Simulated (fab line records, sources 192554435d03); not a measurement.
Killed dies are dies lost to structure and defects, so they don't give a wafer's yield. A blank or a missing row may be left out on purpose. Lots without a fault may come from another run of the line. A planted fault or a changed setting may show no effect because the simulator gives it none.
Chamber matching | flow n5_finfet | N5_MOL_CONTACT_COAG_ETCH_66 on rie_diel-06: 4 sister chambers
The step etches SiARC in CF4, target depth 13 nm, time 21.7 s. 4 wafers are shown with their chamber, then 7 later ones without.

WAFERS WITH THEIR CHAMBER
wafer  | chamber | showerhead_plenum_p_Torr (Torr)
L085.2 | 2       | 2.09
L085.3 | 1       | 2.18
L085.4 | 3       | 2.12
L091.5 | 0       | 2.12

WAFERS WITHOUT THEIR CHAMBER
wafer  | showerhead_plenum_p_Torr (Torr)
L091.6 | 2.18
L093.3 | 2.12
L093.4 | 2.12
L093.6 | 2.11
L095.1 | 2.11
L095.2 | 2.12
L095.4 | 2.18

WHICH CHAMBER EACH WENT THROUGH
wafer  | from the rows above          | in truth
L091.6 | 1                            | 1
L093.3 | can't be placed: 0 or 3      | 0
L093.4 | can't be placed: 0 or 3      | 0
L093.6 | can't be placed: 0 or 3 or 2 | 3
L095.1 | can't be placed: 0 or 3 or 2 | 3
L095.2 | can't be placed: 0 or 3      | 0
L095.4 | 1                            | 1
Placed correctly: 2 of 7. Can't be placed from these rows: 5 (the true chamber is among the candidates in 5). Placed wrongly: 0.
How it was worked out, from the rows above alone: a wafer's distance from a chamber is the root of the sum, over the readings, of the square of ((its reading less the chamber's mean) divided by the reading's scatter). The wafer belongs to the nearest chamber; if the next one is less than 2 further off, it can't be placed. A chamber's mean is the mean of its shown wafers. The scatter: with one shown wafer a chamber, the root of the mean of the squares of how far each hidden wafer lies from its nearest shown one.
